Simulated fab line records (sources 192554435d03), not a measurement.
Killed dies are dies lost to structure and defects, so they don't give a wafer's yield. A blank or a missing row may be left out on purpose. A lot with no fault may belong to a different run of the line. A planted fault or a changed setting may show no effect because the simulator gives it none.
Which tool did it?    flow n5 finfet    at 1 step of a route of 1938, 11 lots with 33 wafers sampled

== WHAT THE GAUGES READ, wafer by wafer ==
N5_ZERO_LAYER_INSPECT_20: inspects for defects (darkfield).
lot   measured     on                 raw defect count
L075  day 1 19:23  defect inspect-01  29 30 92
L077  day 2 07:23  defect inspect-02  28 23 19
L079  day 2 19:23  defect inspect-02  21 61 17
L081  day 3 07:20  defect inspect-01  35 39 33
L083  day 3 19:25  defect inspect-01  40 21 35
L085  day 4 07:15  defect inspect-01  26 27 21
L087  day 4 19:16  defect inspect-01  21 33 48
L090  day 5 13:18  defect inspect-01  17 24 35
L092  day 6 01:28  defect inspect-01  24 40 14
L094  day 6 13:23  defect inspect-01  45 32 42
L096  day 7 01:23  defect inspect-02  55 33 40

== TOOL THAT RAN EACH LOT (tool first, then ch and the chambers of the sampled wafers, then the start) ==
No process step before these readings appears in the record.

== THE ANSWER, worked out from the rows above alone ==
Rule: the lots themselves supply what counts as usual. The widest of any qualifying gaps counts: lots, ordered by their means at a reading, are off when they make up no more than a third of the lots, leave a main group of 4 or more, and stand apart from it by 3 or more times the standard deviation of that group's means. A main group whose means are all the same, to the digits that the tables above print for the reading, isn't used. A lot without any number at a reading at which 4 lots or more have one is off too. Where the step has rows for the other lots, those lots are counted as sound.
No lot is off at any reading shown: from this, nothing can be told.

== WHAT HAD BEEN PUT IN BY THE SIMULATOR ==
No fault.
